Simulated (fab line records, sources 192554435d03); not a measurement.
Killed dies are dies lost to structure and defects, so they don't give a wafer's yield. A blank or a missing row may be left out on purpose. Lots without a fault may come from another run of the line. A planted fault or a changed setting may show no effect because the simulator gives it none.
A struck lot beside a sound one | flow n5_finfet | 16 steps out of a route of 1938
Sound: wafers L566.1, L566.2, L566.5. Struck: wafers L574.2, L574.3, L574.5. The cause comes at the end.
At each step with rows: each side's tool, then ch and its chambers, then its first start. Under that, the readings that differ: sound wafers | struck wafers | difference of the means | sigmas: that difference in standard deviations of wafers without a fault.
alike: readings whose means differ by less than 2 such deviations, and words and numbers that are the same on both sides. not compared: withheld readings, readings that some wafer has no value for, bounds like >300 that may hide the same value, and numbers for which the record gives no deviation and whose values overlap.
The two part at a step that has a row with sigmas, a row that says differs or no value, or rows on one side only. Numbers that don't overlap but have no deviation are shown without sigmas and don't part them. A reading that every wafer of one side lacks parts them only if that side has two wafers or more.

N5_MOL_CONTACT_COAG_INSPECT_57: inspects for defects (brightfield).
  sound on defect_inspect-01, day 6 10:36; struck on defect_inspect-02, day 8 06:17
  alike: raw_defect_count
then, 1 step without rows for these wafers: N5_MOL_CONTACT_COAG_DESCUM_88 (chemistry O2, time 7 s).
N5_MOL_CONTACT_COAG_ETCH_89: etches underlayer in N2/H2, target depth 13 nm, time 10.4 s.
  sound on rie_diel-01 ch 0,1,3, day 6 10:40; struck on rie_diel-01 ch 0,3, day 8 06:22
  alike: drypump_motor_current_A, etch_rf_on_time_s, oes_product_au, rf_vpp_V, showerhead_plenum_p_Torr, throttle_valve_pct
  not compared: rf_hours_counter_h
N5_MOL_CONTACT_COAG_ETCH_90: etches SiARC in CF4, target depth 13 nm, time 21.7 s.
  sound on rie_diel-01 ch 0,1,3, day 6 10:41; struck on rie_diel-01 ch 0,3, day 8 06:23
  alike: cf4_flow_sccm, drypump_motor_current_A, etch_rf_on_time_s, oes_product_au, rf_vpp_V, showerhead_plenum_p_Torr, throttle_valve_pct
  not compared: rf_hours_counter_h
N5_MOL_CONTACT_COAG_ALD_131: deposits SiO2, target thk 5 nm, pulse time 1 s, co reactant pulse time 1 s.
  sound on ald_sin-02 ch 1,3, day 6 10:46; struck on ald_sin-02 ch 0,1,2, day 8 06:28
  alike: heater_power_w, precursor_pulse_height_rel
then, 6 steps without rows for these wafers: N5_MOL_CONTACT_COAG_ETCHBACK_132 (etches SiO2 in CHF3, target depth 10 nm, time 6.7 s); N5_MOL_CONTACT_COAG_ETCH_91 (etches SOC in N2/H2, target depth 60 nm, overetch 21 nm, time 101.2 s); N5_MOL_CONTACT_COAG_STRIP_92 (strips in N2/H2); N5_MOL_CONTACT_COAG_STRIP_93 (strips in N2/H2); N5_MOL_CONTACT_COAG_ETCHBACK_135 (etches SiO2 in CHF3, target depth 25 nm, time 16.7 s); N5_MOL_CONTACT_COAG_STRIP_118 (strips in CHF3).
N5_MOL_CONTACT_COAG_VIA_ETCH_46: etches SiO2 in C4F6/O2, target depth 46 nm, overetch 9.2 nm, time 40 s.
  sound on rie_diel-06 ch 0,2,3, day 6 11:07; struck on rie_diel-01 ch 2,3, day 8 06:47
  alike: drypump_motor_current_A, oes_product_au, rf_vpp_V, showerhead_plenum_p_Torr, throttle_valve_pct
  not compared: rf_hours_counter_h
N5_MOL_CONTACT_COAG_STRIP_96: strips in N2/H2.
  sound on rie_diel-06 ch 0,2,3, day 6 11:10; struck on rie_diel-01 ch 2,3, day 8 06:52
  reading     | sound             | struck            | difference | sigmas
  power_w (W) | 499.7 500.0 500.4 | 559.2 558.3 559.8 | +59.1      | +42
  alike: drypump_motor_current_A, oes_product_au, rf_vpp_V, showerhead_plenum_p_Torr, throttle_valve_pct
  not compared: rf_hours_counter_h
N5_MOL_CONTACT_COAG_ETCH_47: etches SiNx in CH3F/O2, stops on W, target depth 27 nm.
  sound on rie_diel-06 ch 0,2,3, day 6 11:13; struck on rie_diel-01 ch 2,3, day 8 06:54
  alike: drypump_motor_current_A, etch_rf_on_time_s, oes_product_au, rf_vpp_V, showerhead_plenum_p_Torr, throttle_valve_pct
  not compared: rf_hours_counter_h
-- the record jumps here: 3 days lie between the struck wafers' starts before and after (it left off in module MOL_CONTACT_COAG and takes up again in module BEOL_M4, whose first step shown is number 1111 of the route) --
N5_BEOL_M4_RC_MEAS_101:
  sound on prober-01 ch 0, day 9 10:50; struck on prober-02 ch 0, day 11 07:40
  alike: DIBL_N, DIBL_P, IOFF_N, IOFF_P, ION_N, ION_P, SS_N, SS_P, VT_N, VT_P
-- the record jumps here: 4 days lie between the struck wafers' starts before and after (it left off in module BEOL_M4 and takes up again in module PASSIVATION, whose first step shown is number 1936 of the route) --
N5_PASSIVATION_PROBE_49:
  the record has rows for the struck wafers here (prober-02, day 15 15:14) and none for the sound ones

WHERE THEY PART
First at N5_MOL_CONTACT_COAG_STRIP_96; last, within this record, at N5_PASSIVATION_PROBE_49.

WHY: what the simulator had put in
Process parameter drift: rie_diel-01, from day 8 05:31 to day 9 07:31, at N5_MOL_CONTACT_COAG_STRIP_96. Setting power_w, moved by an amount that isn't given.
